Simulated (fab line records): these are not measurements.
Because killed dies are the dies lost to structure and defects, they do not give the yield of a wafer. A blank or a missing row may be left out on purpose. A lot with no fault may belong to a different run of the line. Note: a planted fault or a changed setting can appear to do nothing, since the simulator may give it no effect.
Matching of chambers | flow n5Finfet | N5_BEOL_M6_ETCH_65 on rieDiel-01 has 4 sister chambers
The step etches SiARC in CF4, target depth 15.6 nm, time 26 s. 18 wafers are shown with their chamber, then 9 later ones without.

WAFERS WITH THEIR CHAMBER
wafer  | chamber | throttleValvePct (%) | showerheadPlenumPTorr (Torr) | oesProductAu (a.u.)
L074.3 | 3       | 15.39                | 2.20                         | 0.57
L074.4 | 2       | 15.26                | 2.16                         | 0.70
L074.5 | 1       | 15.85                | 2.05                         | 0.61
L080.2 | 2       | 15.28                | 2.15                         | 0.70
L080.5 | 3       | 15.40                | 2.19                         | 0.57
L080.6 | 1       | 15.88                | 2.05                         | 0.60
L079.1 | 1       | 15.89                | 2.05                         | 0.60
L079.2 | 3       | 15.41                | 2.19                         | 0.57
L079.3 | 2       | 15.29                | 2.15                         | 0.69
L079.4 | 0       | 15.81                | 2.19                         | 0.60
L079.5 | 3       | 15.40                | 2.19                         | 0.56
L079.6 | 2       | 15.29                | 2.15                         | 0.69
L084.1 | 2       | 15.31                | 2.15                         | 0.69
L084.4 | 0       | 15.84                | 2.18                         | 0.60
L084.5 | 2       | 15.31                | 2.15                         | 0.68
L082.2 | 1       | 15.90                | 2.04                         | 0.59
L082.3 | 3       | 15.42                | 2.19                         | 0.57
L082.4 | 2       | 15.33                | 2.15                         | 0.68

SIGNATURES (averages over the wafers above)
reading               | chamber 0 | chamber 1 | chamber 2 | chamber 3 | scatter within a chamber
throttleValvePct      | 15.8250   | 15.8800   | 15.2957   | 15.4040   | 0.0199
showerheadPlenumPTorr | 2.1850    | 2.0475    | 2.1514    | 2.1920    | 0.00456
oesProductAu          | 0.6000    | 0.6000    | 0.6900    | 0.5680    | 0.00697
Rule: for each reading, subtract the chamber's mean from the wafer's reading, divide by that reading's scatter and square the result; add these up over the readings and take the root, which gives the wafer's distance from the chamber. The wafer belongs to the nearest chamber; if the next one is less than 2 further off, it can't be placed. The scatter: take each reading less its chamber's mean, square it, sum over the shown wafers, divide by the number of wafers less the number of chambers, and take the root.

WAFERS MISSING THEIR CHAMBER
wafer  | throttleValvePct (%) | showerheadPlenumPTorr (Torr) | oesProductAu (a.u.)
L090.2 | 15.43                | 2.18                         | 0.56
L090.3 | 15.94                | 2.04                         | 0.59
L090.6 | 15.44                | 2.18                         | 0.56
L094.1 | 15.38                | 2.18                         | 0.80
L094.2 | 15.00                | 2.18                         | 0.82
L094.3 | 15.97                | 2.03                         | 0.57
L094.4 | 15.98                | 2.03                         | 0.58
L094.5 | 14.99                | 2.18                         | 0.82
L094.6 | 15.38                | 2.18                         | 0.79

THE CHAMBER EACH PASSED THROUGH
wafer  | from the rows above | in truth
L090.2 | 3                   | 3
L090.3 | 1                   | 1
L090.6 | 3                   | 3
L094.1 | 2                   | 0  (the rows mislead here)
L094.2 | 2                   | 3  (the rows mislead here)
L094.3 | 1                   | 1
L094.4 | 1                   | 1
L094.5 | 2                   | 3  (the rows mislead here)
L094.6 | 2                   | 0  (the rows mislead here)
Correct placement for 5 of the 9. From these rows, 0 cannot be placed. Wrongly placed: 4.
